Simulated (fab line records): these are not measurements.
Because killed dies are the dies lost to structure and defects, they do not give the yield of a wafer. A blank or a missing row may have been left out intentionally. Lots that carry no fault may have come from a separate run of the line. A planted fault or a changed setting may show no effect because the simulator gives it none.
fab line records / flow nand-harc
[record] lots = 13 wafers = 39 last-day = 34
route steps=1302 shown P_STI@83 P_GATE@167
lots with no fault: from the same line, run without faults
start-h: hours from the record's opening day to when the first of the lot's shown wafers began / wait-h: hours elapsed since this lot's preceding step / " repeats the value in the row above / L1.1+2: one row covering several wafers at once / - no value present, or no start provided / * or withheld: withheld / < > ~ a bound
route shown NAME@n: names a module that has steps shown in the file, with the first one's number in the route / usual: mean and standard deviation over wafers with no fault / same: alike in all rows / chamber/n: place in a boat / sites: each site's reading / _std_site: their standard deviation / _edge_site: inner sites' mean taken away from outer sites' mean / radius-mm: how far each site lies from the wafer's centre / mask NAME#n: copy n / behind: tool/chamber where the wafer was last shaped / hold: why the lot was held/for how many hours/how that ended / device: the n, p or np transistor that did not switch / end of line: tests run on the same wafers once the route is complete / for a step that has no rows: nothing shown but its recipe / killed: count of dies lost to structure and defects at first sort (not the wafer's yield) / map: a wafer's dies, x killed, . not, _ none there
set.NAME: the setting as run; set.NAME@STEP: as run at that earlier step / model.NAME: the simulator's own value behind a step, which no gauge read
route steps across a sampled set of lots; one table per step, one row per wafer
services: a tool's chamber out of use, with start hour (start-h, from the record's first day; less than 0 if before it), hours out, and reason
[[steps]]
[step NHARC_P_STI_CD_MEAS_09]
[recipe] target-cd-nm = 200 landing-energy-ev = 500
[usual] cd-nm = 199.1/2.8
lot.wafer=L507.3 tool=cd-sem-02 chamber=0 start-h=45.97 wait-h=- cd-nm=195.7
lot.wafer=L507.5 tool=cd-sem-02 chamber=0 start-h=45.97 wait-h=- cd-nm=196.9
lot.wafer=L507.6 tool=cd-sem-02 chamber=0 start-h=45.97 wait-h=- cd-nm=191.5
lot.wafer=L509.1 tool=cd-sem-03 chamber=0 start-h=65.01 wait-h=- cd-nm=199.5
lot.wafer=L509.3 tool=cd-sem-03 chamber=0 start-h=65.01 wait-h=- cd-nm=196.5
lot.wafer=L509.4 tool=cd-sem-03 chamber=0 start-h=65.01 wait-h=- cd-nm=197.4
lot.wafer=L510.1 tool=cd-sem-02 chamber=0 start-h=72.39 wait-h=- cd-nm=201.6
lot.wafer=L510.4 tool=cd-sem-02 chamber=0 start-h=72.39 wait-h=- cd-nm=202.0
lot.wafer=L510.5 tool=cd-sem-02 chamber=0 start-h=72.39 wait-h=- cd-nm=200.5
lot.wafer=L514.3 tool=cd-sem-03 chamber=0 start-h=114.07 wait-h=- cd-nm=202.4
lot.wafer=L514.5 tool=cd-sem-03 chamber=0 start-h=114.07 wait-h=- cd-nm=200.4
lot.wafer=L514.6 tool=cd-sem-03 chamber=0 start-h=114.07 wait-h=- cd-nm=197.5
lot.wafer=L520.1 tool=cd-sem-03 chamber=0 start-h=176.22 wait-h=- cd-nm=195.6
lot.wafer=L520.5 tool=cd-sem-03 chamber=0 start-h=176.22 wait-h=- cd-nm=199.3
lot.wafer=L520.6 tool=cd-sem-03 chamber=0 start-h=176.22 wait-h=- cd-nm=199.0
lot.wafer=L521.1 tool=cd-sem-02 chamber=0 start-h=183.42 wait-h=- cd-nm=202.4
lot.wafer=L521.5 tool=cd-sem-02 chamber=0 start-h=183.42 wait-h=- cd-nm=201.4
lot.wafer=L521.6 tool=cd-sem-02 chamber=0 start-h=183.42 wait-h=- cd-nm=195.5
lot.wafer=L522.1 tool=cd-sem-02 chamber=0 start-h=193.11 wait-h=- cd-nm=203.0
lot.wafer=L522.3 tool=cd-sem-02 chamber=0 start-h=193.11 wait-h=- cd-nm=196.4
lot.wafer=L522.6 tool=cd-sem-02 chamber=0 start-h=193.11 wait-h=- cd-nm=201.1
lot.wafer=L523.2 tool=cd-sem-02 chamber=0 start-h=203.51 wait-h=- cd-nm=199.7
lot.wafer=L523.5 tool=cd-sem-02 chamber=0 start-h=203.51 wait-h=- cd-nm=201.2
lot.wafer=L523.6 tool=cd-sem-02 chamber=0 start-h=203.51 wait-h=- cd-nm=203.8
lot.wafer=L524.2 tool=cd-sem-03 chamber=0 start-h=213.44 wait-h=- cd-nm=204.2
lot.wafer=L524.3 tool=cd-sem-03 chamber=0 start-h=213.44 wait-h=- cd-nm=202.4
lot.wafer=L524.5 tool=cd-sem-03 chamber=0 start-h=213.44 wait-h=- cd-nm=195.5
lot.wafer=L525.2 tool=cd-sem-03 chamber=0 start-h=223.47 wait-h=- cd-nm=201.0
lot.wafer=L525.3 tool=cd-sem-03 chamber=0 start-h=223.47 wait-h=- cd-nm=202.2
lot.wafer=L525.5 tool=cd-sem-03 chamber=0 start-h=223.47 wait-h=- cd-nm=196.6
lot.wafer=L526.2 tool=cd-sem-02 chamber=0 start-h=238.16 wait-h=- cd-nm=195.6
lot.wafer=L526.4 tool=cd-sem-02 chamber=0 start-h=238.16 wait-h=- cd-nm=198.5
lot.wafer=L526.5 tool=cd-sem-02 chamber=0 start-h=238.16 wait-h=- cd-nm=195.8
lot.wafer=L527.2 tool=cd-sem-02 chamber=0 start-h=244.87 wait-h=- cd-nm=202.3
lot.wafer=L527.3 tool=cd-sem-02 chamber=0 start-h=244.87 wait-h=- cd-nm=198.4
lot.wafer=L527.5 tool=cd-sem-02 chamber=0 start-h=244.87 wait-h=- cd-nm=204.0
lot.wafer=L530.1 tool=cd-sem-02 chamber=0 start-h=274.61 wait-h=- cd-nm=205.0
lot.wafer=L530.4 tool=cd-sem-02 chamber=0 start-h=274.61 wait-h=- cd-nm=200.6
lot.wafer=L530.5 tool=cd-sem-02 chamber=0 start-h=274.61 wait-h=- cd-nm=203.8
[step NHARC_P_GATE_EXPOSE_43]
[recipe] na = 0.6 target-cd-nm = 720 dose-mj = 14.81 mask-id = P_NSD
lot.wafer=L507.3+5+6 tool=krf-scanner-03 chamber=0 start-h=118.04 wait-h=- mask=P_NSD#0
lot.wafer=L509.1+3+4 tool=krf-scanner-02 chamber=0 start-h=125.56 wait-h=- mask=P_NSD#0
lot.wafer=L510.1+4+5 tool=krf-scanner-03 chamber=0 start-h=144.51 wait-h=- mask=P_NSD_R1#0
lot.wafer=L514.3+5+6 tool=krf-scanner-03 chamber=0 start-h=179.56 wait-h=- mask=P_NSD#0
lot.wafer=L520.1+5+6 tool=krf-scanner-04 chamber=0 start-h=237.38 wait-h=- mask=P_NSD#0
lot.wafer=L521.1+5+6 tool=krf-scanner-03 chamber=0 start-h=256.24 wait-h=- mask=P_NSD#0
lot.wafer=L522.1+3+6 tool=krf-scanner-03 chamber=0 start-h=257.72 wait-h=- mask=P_NSD#0
lot.wafer=L523.2+5+6 tool=krf-scanner-04 chamber=0 start-h=271.48 wait-h=- mask=P_NSD#0
lot.wafer=L524.2+3+5 tool=krf-scanner-02 chamber=0 start-h=285.36 wait-h=- mask=P_NSD#0
lot.wafer=L525.2+3+5 tool=krf-scanner-03 chamber=0 start-h=291.21 wait-h=- mask=P_NSD#0
lot.wafer=L526.2+4+5 tool=krf-scanner-02 chamber=0 start-h=305.75 wait-h=- mask=P_NSD#0
lot.wafer=L527.2+3+5 tool=krf-scanner-03 chamber=0 start-h=311.50 wait-h=- mask=P_NSD#0
lot.wafer=L530.1+4+5 tool=krf-scanner-03 chamber=0 start-h=342.29 wait-h=- mask=P_NSD#0
[step NHARC_P_GATE_CD_MEAS_46]
[recipe] target-cd-nm = 720 landing-energy-ev = 500
[usual] cd-nm = 720.0/2.2
lot.wafer=L507.3 tool=cd-sem-02 chamber=0 start-h=118.20 wait-h=- hold=- cd-nm=722.4
lot.wafer=L507.5 tool=cd-sem-02 chamber=0 start-h=118.20 wait-h=- hold=- cd-nm=720.8
lot.wafer=L507.6 tool=cd-sem-02 chamber=0 start-h=118.20 wait-h=- hold=- cd-nm=722.0
lot.wafer=L509.1 tool=cd-sem-02 chamber=0 start-h=125.71 wait-h=- hold=- cd-nm=719.9
lot.wafer=L509.3 tool=cd-sem-02 chamber=0 start-h=125.71 wait-h=- hold=- cd-nm=720.2
lot.wafer=L509.4 tool=cd-sem-02 chamber=0 start-h=125.71 wait-h=- hold=- cd-nm=718.4
lot.wafer=L510.1 tool=cd-sem-01 chamber=0 start-h=144.67 wait-h=- hold=await-dispo/0.2h/release cd-nm=710.5
lot.wafer=L510.4 tool=cd-sem-01 chamber=0 start-h=144.67 wait-h=- hold=await-dispo/0.2h/release cd-nm=710.4
lot.wafer=L510.5 tool=cd-sem-01 chamber=0 start-h=144.67 wait-h=- hold=await-dispo/0.2h/release cd-nm=711.4
lot.wafer=L510.1 tool=cd-sem-01 chamber=0 start-h=- wait-h=- hold=- cd-nm=710.5
lot.wafer=L510.4 tool=cd-sem-01 chamber=0 start-h=- wait-h=- hold=- cd-nm=710.4
lot.wafer=L510.5 tool=cd-sem-01 chamber=0 start-h=- wait-h=- hold=- cd-nm=711.1
lot.wafer=L514.3 tool=cd-sem-03 chamber=0 start-h=179.72 wait-h=- hold=- cd-nm=720.5
lot.wafer=L514.5 tool=cd-sem-03 chamber=0 start-h=179.72 wait-h=- hold=- cd-nm=724.2
lot.wafer=L514.6 tool=cd-sem-03 chamber=0 start-h=179.72 wait-h=- hold=- cd-nm=723.2
lot.wafer=L520.1 tool=cd-sem-01 chamber=0 start-h=237.54 wait-h=- hold=- cd-nm=721.3
lot.wafer=L520.5 tool=cd-sem-01 chamber=0 start-h=237.54 wait-h=- hold=- cd-nm=720.3
lot.wafer=L520.6 tool=cd-sem-01 chamber=0 start-h=237.54 wait-h=- hold=- cd-nm=721.1
lot.wafer=L521.1 tool=cd-sem-03 chamber=0 start-h=256.40 wait-h=- hold=- cd-nm=725.0
lot.wafer=L521.5 tool=cd-sem-03 chamber=0 start-h=256.40 wait-h=- hold=- cd-nm=721.0
lot.wafer=L521.6 tool=cd-sem-03 chamber=0 start-h=256.40 wait-h=- hold=- cd-nm=724.7
lot.wafer=L522.1 tool=cd-sem-02 chamber=0 start-h=257.87 wait-h=- hold=- cd-nm=717.1
lot.wafer=L522.3 tool=cd-sem-02 chamber=0 start-h=257.87 wait-h=- hold=- cd-nm=716.8
lot.wafer=L522.6 tool=cd-sem-02 chamber=0 start-h=257.87 wait-h=- hold=- cd-nm=719.0
lot.wafer=L523.2 tool=cd-sem-01 chamber=0 start-h=271.63 wait-h=- hold=- cd-nm=725.1
lot.wafer=L523.5 tool=cd-sem-01 chamber=0 start-h=271.63 wait-h=- hold=- cd-nm=722.5
lot.wafer=L523.6 tool=cd-sem-01 chamber=0 start-h=271.63 wait-h=- hold=- cd-nm=721.9
lot.wafer=L524.2 tool=cd-sem-03 chamber=0 start-h=285.51 wait-h=- hold=- cd-nm=723.1
lot.wafer=L524.3 tool=cd-sem-03 chamber=0 start-h=285.51 wait-h=- hold=- cd-nm=719.9
lot.wafer=L524.5 tool=cd-sem-03 chamber=0 start-h=285.51 wait-h=- hold=- cd-nm=721.3
lot.wafer=L525.2 tool=cd-sem-02 chamber=0 start-h=291.37 wait-h=- hold=- cd-nm=717.2
lot.wafer=L525.3 tool=cd-sem-02 chamber=0 start-h=291.37 wait-h=- hold=- cd-nm=719.1
lot.wafer=L525.5 tool=cd-sem-02 chamber=0 start-h=291.37 wait-h=- hold=- cd-nm=718.0
lot.wafer=L526.2 tool=cd-sem-02 chamber=0 start-h=305.90 wait-h=- hold=- cd-nm=720.7
lot.wafer=L526.4 tool=cd-sem-02 chamber=0 start-h=305.90 wait-h=- hold=- cd-nm=717.8
lot.wafer=L526.5 tool=cd-sem-02 chamber=0 start-h=305.90 wait-h=- hold=- cd-nm=719.3
lot.wafer=L527.2 tool=cd-sem-03 chamber=0 start-h=311.65 wait-h=- hold=- cd-nm=719.6
lot.wafer=L527.3 tool=cd-sem-03 chamber=0 start-h=311.65 wait-h=- hold=- cd-nm=715.0
lot.wafer=L527.5 tool=cd-sem-03 chamber=0 start-h=311.65 wait-h=- hold=- cd-nm=718.7
lot.wafer=L530.1 tool=cd-sem-01 chamber=0 start-h=342.44 wait-h=- hold=- cd-nm=718.8
lot.wafer=L530.4 tool=cd-sem-01 chamber=0 start-h=342.44 wait-h=- hold=- cd-nm=721.8
lot.wafer=L530.5 tool=cd-sem-01 chamber=0 start-h=342.44 wait-h=- hold=- cd-nm=723.9
[step NHARC_P_GATE_STRIP_76]
[recipe] power-w = 1500 temp-c = 250 chemistry = O2
[usual] drypump-motor-current-A = 5.8/0.45 heater-power-w = 370/34
lot.wafer=L507.3 tool=plasma-asher-02 chamber=0 start-h=120.82 wait-h=0.1 drypump-motor-current-A=5.4 heater-power-w=402 rf-hours-counter-h=-
lot.wafer=L507.5 tool=plasma-asher-02 chamber=1 start-h=120.82 wait-h=0.1 drypump-motor-current-A=5.7 heater-power-w=410 rf-hours-counter-h=-
lot.wafer=L507.6 tool=plasma-asher-02 chamber=0 start-h=120.82 wait-h=0.1 drypump-motor-current-A=5.4 heater-power-w=392 rf-hours-counter-h=-
lot.wafer=L509.1 tool=plasma-asher-02 chamber=0 start-h=128.27 wait-h=0.2 drypump-motor-current-A=5.3 heater-power-w=402 rf-hours-counter-h=9
lot.wafer=L509.4 tool=plasma-asher-02 chamber=0 start-h=128.27 wait-h=0.2 drypump-motor-current-A=5.4 heater-power-w=411 rf-hours-counter-h=-
lot.wafer=L509.3 tool=plasma-asher-02 chamber=1 start-h=128.27 wait-h=0.2 drypump-motor-current-A=5.7 heater-power-w=405 rf-hours-counter-h=-
lot.wafer=L510.1 tool=plasma-asher-02 chamber=0 start-h=149.31 wait-h=0.2 drypump-motor-current-A=5.3 heater-power-w=409 rf-hours-counter-h=12
lot.wafer=L510.4 tool=plasma-asher-02 chamber=0 start-h=149.31 wait-h=0.2 drypump-motor-current-A=5.4 heater-power-w=402 rf-hours-counter-h=-
lot.wafer=L510.5 tool=plasma-asher-02 chamber=0 start-h=149.31 wait-h=0.2 drypump-motor-current-A=5.4 heater-power-w=407 rf-hours-counter-h=-
lot.wafer=L514.3 tool=plasma-asher-02 chamber=1 start-h=182.28 wait-h=0.2 drypump-motor-current-A=5.8 heater-power-w=401 rf-hours-counter-h=-
lot.wafer=L514.5 tool=plasma-asher-02 chamber=1 start-h=182.28 wait-h=0.2 drypump-motor-current-A=5.7 heater-power-w=396 rf-hours-counter-h=-
lot.wafer=L514.6 tool=plasma-asher-02 chamber=0 start-h=182.28 wait-h=0.2 drypump-motor-current-A=5.4 heater-power-w=398 rf-hours-counter-h=-
lot.wafer=L520.1 tool=plasma-asher-01 chamber=0 start-h=240.10 wait-h=0.2 drypump-motor-current-A=6.6 heater-power-w=325 rf-hours-counter-h=12
lot.wafer=L520.6 tool=plasma-asher-01 chamber=0 start-h=240.10 wait-h=0.2 drypump-motor-current-A=6.6 heater-power-w=335 rf-hours-counter-h=-
lot.wafer=L520.5 tool=plasma-asher-01 chamber=1 start-h=240.10 wait-h=0.2 drypump-motor-current-A=5.8 heater-power-w=325 rf-hours-counter-h=-
lot.wafer=L521.1 tool=plasma-asher-02 chamber=0 start-h=258.82 wait-h=0.2 drypump-motor-current-A=5.4 heater-power-w=379 rf-hours-counter-h=0
lot.wafer=L521.5 tool=plasma-asher-02 chamber=0 start-h=258.82 wait-h=0.2 drypump-motor-current-A=5.3 heater-power-w=383 rf-hours-counter-h=-
lot.wafer=L521.6 tool=plasma-asher-02 chamber=1 start-h=258.82 wait-h=0.2 drypump-motor-current-A=5.7 heater-power-w=386 rf-hours-counter-h=-
lot.wafer=L522.1 tool=plasma-asher-01 chamber=0 start-h=260.42 wait-h=0.2 drypump-motor-current-A=6.7 heater-power-w=336 rf-hours-counter-h=20
lot.wafer=L522.3 tool=plasma-asher-01 chamber=0 start-h=260.42 wait-h=0.2 drypump-motor-current-A=6.7 heater-power-w=332 rf-hours-counter-h=-
lot.wafer=L522.6 tool=plasma-asher-01 chamber=1 start-h=260.42 wait-h=0.2 drypump-motor-current-A=5.8 heater-power-w=323 rf-hours-counter-h=-
lot.wafer=L523.2 tool=plasma-asher-02 chamber=1 start-h=274.22 wait-h=0.2 drypump-motor-current-A=5.7 heater-power-w=385 rf-hours-counter-h=3
lot.wafer=L523.5 tool=plasma-asher-02 chamber=0 start-h=274.22 wait-h=0.2 drypump-motor-current-A=5.4 heater-power-w=377 rf-hours-counter-h=-
lot.wafer=L523.6 tool=plasma-asher-02 chamber=1 start-h=274.22 wait-h=0.2 drypump-motor-current-A=5.7 heater-power-w=386 rf-hours-counter-h=-
lot.wafer=L524.2 tool=plasma-asher-02 chamber=0 start-h=288.12 wait-h=0.2 drypump-motor-current-A=5.4 heater-power-w=385 rf-hours-counter-h=5
lot.wafer=L524.3 tool=plasma-asher-02 chamber=0 start-h=288.12 wait-h=0.2 drypump-motor-current-A=5.4 heater-power-w=380 rf-hours-counter-h=-
lot.wafer=L524.5 tool=plasma-asher-02 chamber=1 start-h=288.12 wait-h=0.2 drypump-motor-current-A=5.7 heater-power-w=390 rf-hours-counter-h=-
lot.wafer=L525.2 tool=plasma-asher-01 chamber=0 start-h=293.95 wait-h=0.2 drypump-motor-current-A=6.7 heater-power-w=334 rf-hours-counter-h=25
lot.wafer=L525.3 tool=plasma-asher-01 chamber=0 start-h=293.95 wait-h=0.2 drypump-motor-current-A=6.7 heater-power-w=338 rf-hours-counter-h=-
lot.wafer=L525.5 tool=plasma-asher-01 chamber=1 start-h=293.95 wait-h=0.2 drypump-motor-current-A=5.8 heater-power-w=318 rf-hours-counter-h=-
lot.wafer=L526.2 tool=plasma-asher-01 chamber=1 start-h=308.36 wait-h=0.2 drypump-motor-current-A=5.8 heater-power-w=320 rf-hours-counter-h=27
lot.wafer=L526.4 tool=plasma-asher-01 chamber=1 start-h=308.36 wait-h=0.2 drypump-motor-current-A=5.8 heater-power-w=327 rf-hours-counter-h=-
lot.wafer=L526.5 tool=plasma-asher-01 chamber=1 start-h=308.36 wait-h=0.2 drypump-motor-current-A=5.8 heater-power-w=314 rf-hours-counter-h=-
lot.wafer=L527.2 tool=plasma-asher-02 chamber=1 start-h=314.07 wait-h=0.2 drypump-motor-current-A=5.7 heater-power-w=392 rf-hours-counter-h=12
lot.wafer=L527.3 tool=plasma-asher-02 chamber=1 start-h=314.07 wait-h=0.2 drypump-motor-current-A=5.7 heater-power-w=392 rf-hours-counter-h=-
lot.wafer=L527.5 tool=plasma-asher-02 chamber=0 start-h=314.07 wait-h=0.2 drypump-motor-current-A=5.4 heater-power-w=378 rf-hours-counter-h=-
lot.wafer=L530.1 tool=plasma-asher-02 chamber=0 start-h=345.42 wait-h=0.2 drypump-motor-current-A=5.4 heater-power-w=386 rf-hours-counter-h=19
lot.wafer=L530.4 tool=plasma-asher-02 chamber=0 start-h=345.42 wait-h=0.2 drypump-motor-current-A=5.3 heater-power-w=373 rf-hours-counter-h=-
lot.wafer=L530.5 tool=plasma-asher-02 chamber=0 start-h=345.42 wait-h=0.2 drypump-motor-current-A=5.3 heater-power-w=386 rf-hours-counter-h=-
[step NHARC_P_GATE_RTA_64]
[recipe] temp-c = 1050 time-s = 1
[usual] lamp-power-pct = 35.3/1 wafer_temp_C_max = 1055.7/1.2
[same] time-s = 1
lot.wafer=L507.3 tool=rtp-anneal-02 chamber=0 start-h=123.42 wait-h=- lamp-power-pct=34.3 wafer_temp_C_max=1055.6
lot.wafer=L507.5 tool=rtp-anneal-02 chamber=0 start-h=123.42 wait-h=- lamp-power-pct=34.3 wafer_temp_C_max=1057.4
lot.wafer=L507.6 tool=rtp-anneal-02 chamber=0 start-h=123.42 wait-h=- lamp-power-pct=34.3 wafer_temp_C_max=1054.9
lot.wafer=L509.1 tool=rtp-anneal-01 chamber=0 start-h=131.30 wait-h=- lamp-power-pct=36.3 wafer_temp_C_max=1055.9
lot.wafer=L509.3 tool=rtp-anneal-01 chamber=0 start-h=131.30 wait-h=- lamp-power-pct=36.3 wafer_temp_C_max=1058.9
lot.wafer=L509.4 tool=rtp-anneal-01 chamber=0 start-h=131.30 wait-h=- lamp-power-pct=36.3 wafer_temp_C_max=1054.4
lot.wafer=L510.1 tool=rtp-anneal-01 chamber=0 start-h=152.04 wait-h=- lamp-power-pct=36.3 wafer_temp_C_max=1056.1
lot.wafer=L510.4 tool=rtp-anneal-01 chamber=0 start-h=152.04 wait-h=- lamp-power-pct=36.2 wafer_temp_C_max=1055.1
lot.wafer=L510.5 tool=rtp-anneal-01 chamber=0 start-h=152.04 wait-h=- lamp-power-pct=36.3 wafer_temp_C_max=1057.8
lot.wafer=L514.3 tool=rtp-anneal-02 chamber=0 start-h=185.06 wait-h=- lamp-power-pct=34.3 wafer_temp_C_max=1054.5
lot.wafer=L514.5 tool=rtp-anneal-02 chamber=0 start-h=185.06 wait-h=- lamp-power-pct=34.3 wafer_temp_C_max=1054.1
lot.wafer=L514.6 tool=rtp-anneal-02 chamber=0 start-h=185.06 wait-h=- lamp-power-pct=34.3 wafer_temp_C_max=1054.3
lot.wafer=L520.1 tool=rtp-anneal-02 chamber=0 start-h=242.71 wait-h=- lamp-power-pct=34.3 wafer_temp_C_max=1055.9
lot.wafer=L520.5 tool=rtp-anneal-02 chamber=0 start-h=242.71 wait-h=- lamp-power-pct=34.3 wafer_temp_C_max=1057.6
lot.wafer=L520.6 tool=rtp-anneal-02 chamber=0 start-h=242.71 wait-h=- lamp-power-pct=34.3 wafer_temp_C_max=1054.5
lot.wafer=L521.1 tool=rtp-anneal-01 chamber=0 start-h=261.43 wait-h=- lamp-power-pct=36.3 wafer_temp_C_max=1059.3
lot.wafer=L521.5 tool=rtp-anneal-01 chamber=0 start-h=261.43 wait-h=- lamp-power-pct=36.3 wafer_temp_C_max=1056.2
lot.wafer=L521.6 tool=rtp-anneal-01 chamber=0 start-h=261.43 wait-h=- lamp-power-pct=36.2 wafer_temp_C_max=1058.0
lot.wafer=L522.1 tool=rtp-anneal-02 chamber=0 start-h=263.14 wait-h=- lamp-power-pct=34.3 wafer_temp_C_max=1055.0
lot.wafer=L522.3 tool=rtp-anneal-02 chamber=0 start-h=263.14 wait-h=- lamp-power-pct=34.3 wafer_temp_C_max=1054.6
lot.wafer=L522.6 tool=rtp-anneal-02 chamber=0 start-h=263.14 wait-h=- lamp-power-pct=34.3 wafer_temp_C_max=1054.6
lot.wafer=L523.2 tool=rtp-anneal-01 chamber=0 start-h=276.96 wait-h=- lamp-power-pct=36.3 wafer_temp_C_max=1056.7
lot.wafer=L523.5 tool=rtp-anneal-01 chamber=0 start-h=276.96 wait-h=- lamp-power-pct=36.3 wafer_temp_C_max=1055.3
lot.wafer=L523.6 tool=rtp-anneal-01 chamber=0 start-h=276.96 wait-h=- lamp-power-pct=36.2 wafer_temp_C_max=1055.2
lot.wafer=L524.2 tool=rtp-anneal-01 chamber=0 start-h=290.75 wait-h=- lamp-power-pct=36.4 wafer_temp_C_max=1055.5
lot.wafer=L524.3 tool=rtp-anneal-01 chamber=0 start-h=290.75 wait-h=- lamp-power-pct=36.3 wafer_temp_C_max=1055.3
lot.wafer=L524.5 tool=rtp-anneal-01 chamber=0 start-h=290.75 wait-h=- lamp-power-pct=36.3 wafer_temp_C_max=1054.0
lot.wafer=L525.2 tool=rtp-anneal-02 chamber=0 start-h=296.70 wait-h=- lamp-power-pct=34.3 wafer_temp_C_max=1056.7
lot.wafer=L525.3 tool=rtp-anneal-02 chamber=0 start-h=296.70 wait-h=- lamp-power-pct=34.3 wafer_temp_C_max=1054.4
lot.wafer=L525.5 tool=rtp-anneal-02 chamber=0 start-h=296.70 wait-h=- lamp-power-pct=34.3 wafer_temp_C_max=1055.3
lot.wafer=L526.2 tool=rtp-anneal-01 chamber=0 start-h=311.10 wait-h=- lamp-power-pct=36.3 wafer_temp_C_max=1055.9
lot.wafer=L526.4 tool=rtp-anneal-01 chamber=0 start-h=311.10 wait-h=- lamp-power-pct=36.3 wafer_temp_C_max=1055.2
lot.wafer=L526.5 tool=rtp-anneal-01 chamber=0 start-h=311.10 wait-h=- lamp-power-pct=36.3 wafer_temp_C_max=1056.0
lot.wafer=L527.2 tool=rtp-anneal-02 chamber=0 start-h=316.95 wait-h=- lamp-power-pct=34.3 wafer_temp_C_max=1054.7
lot.wafer=L527.3 tool=rtp-anneal-02 chamber=0 start-h=316.95 wait-h=- lamp-power-pct=34.3 wafer_temp_C_max=1055.5
lot.wafer=L527.5 tool=rtp-anneal-02 chamber=0 start-h=316.95 wait-h=- lamp-power-pct=34.3 wafer_temp_C_max=1054.6
lot.wafer=L530.1 tool=rtp-anneal-01 chamber=0 start-h=348.38 wait-h=- lamp-power-pct=36.3 wafer_temp_C_max=1055.6
lot.wafer=L530.4 tool=rtp-anneal-01 chamber=0 start-h=348.38 wait-h=- lamp-power-pct=36.3 wafer_temp_C_max=1056.2
lot.wafer=L530.5 tool=rtp-anneal-01 chamber=0 start-h=348.38 wait-h=- lamp-power-pct=36.3 wafer_temp_C_max=1054.4
[[services]]
tool=krf-scanner-02 chamber=- start-h=94.40 hours=3.0 kind=repair
tool=krf-scanner-03 chamber=0 start-h=105.20 hours=- kind=calibration
tool=plasma-asher-01 chamber=- start-h=105.90 hours=6.6 kind=repair
tool=krf-scanner-04 chamber=- start-h=122.85 hours=6.2 kind=repair
tool=krf-scanner-04 chamber=- start-h=141.42 hours=0.7 kind=repair
tool=krf-scanner-03 chamber=- start-h=156.21 hours=1.4 kind=repair
tool=plasma-asher-01 chamber=- start-h=165.26 hours=9.0 kind=pm
tool=plasma-asher-01 chamber=0 start-h=165.26 hours=9.0 kind=vent-cycle
tool=plasma-asher-01 chamber=1 start-h=165.26 hours=9.0 kind=vent-cycle
tool=plasma-asher-01 chamber=0 start-h=174.26 hours=- kind=clean
tool=krf-scanner-04 chamber=- start-h=182.00 hours=4.0 kind=pm
tool=krf-scanner-02 chamber=- start-h=221.34 hours=1.1 kind=repair
tool=krf-scanner-03 chamber=- start-h=224.02 hours=4.0 kind=pm
tool=plasma-asher-02 chamber=- start-h=249.41 hours=9.0 kind=pm
tool=plasma-asher-02 chamber=0 start-h=249.41 hours=9.0 kind=vent-cycle
tool=plasma-asher-02 chamber=1 start-h=249.41 hours=9.0 kind=vent-cycle
tool=plasma-asher-02 chamber=0 start-h=258.41 hours=- kind=clean
tool=plasma-asher-02 chamber=1 start-h=258.41 hours=- kind=clean
tool=krf-scanner-03 chamber=0 start-h=261.25 hours=- kind=calibration
tool=krf-scanner-02 chamber=- start-h=266.00 hours=4.0 kind=pm
tool=krf-scanner-03 chamber=- start-h=315.14 hours=1.3 kind=repair
tool=krf-scanner-03 chamber=- start-h=334.48 hours=1.3 kind=repair
tool=plasma-asher-01 chamber=- start-h=342.26 hours=9.0 kind=pm
tool=krf-scanner-03 chamber=- start-h=345.09 hours=1.3 kind=repair
[[key]]
[first-sign] step = NHARC_P_GATE_EXPOSE_43 reading = mask direction = changed
[effect] step = NHARC_P_GATE_CD_MEAS_46 reading = visit direction = added
met-at NHARC_P_GATE_EXPOSE_43
struck-lots L510
tester-left-out L510
not-acting-at NHARC_P_STI_CD_MEAS_09,NHARC_P_GATE_STRIP_76,NHARC_P_GATE_RTA_64
onset-between 118.04 144.51
[fault] kind = wrong-mask tool = any chamber = - onset-h = 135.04 steps = NHARC_P_GATE_EXPOSE_43 aux-copy = P_NSD_R1#0 cd-offset-nm = -9.7286 scope = struck-lots-only
// tester-left-out: of these lots the tester's yield and bins aren't shown, on N5 and GAA mostly nor the transistor test; their killed dies are dies lost to structure and defects alone, not to doping, threshold or leakage, so they don't give the yield
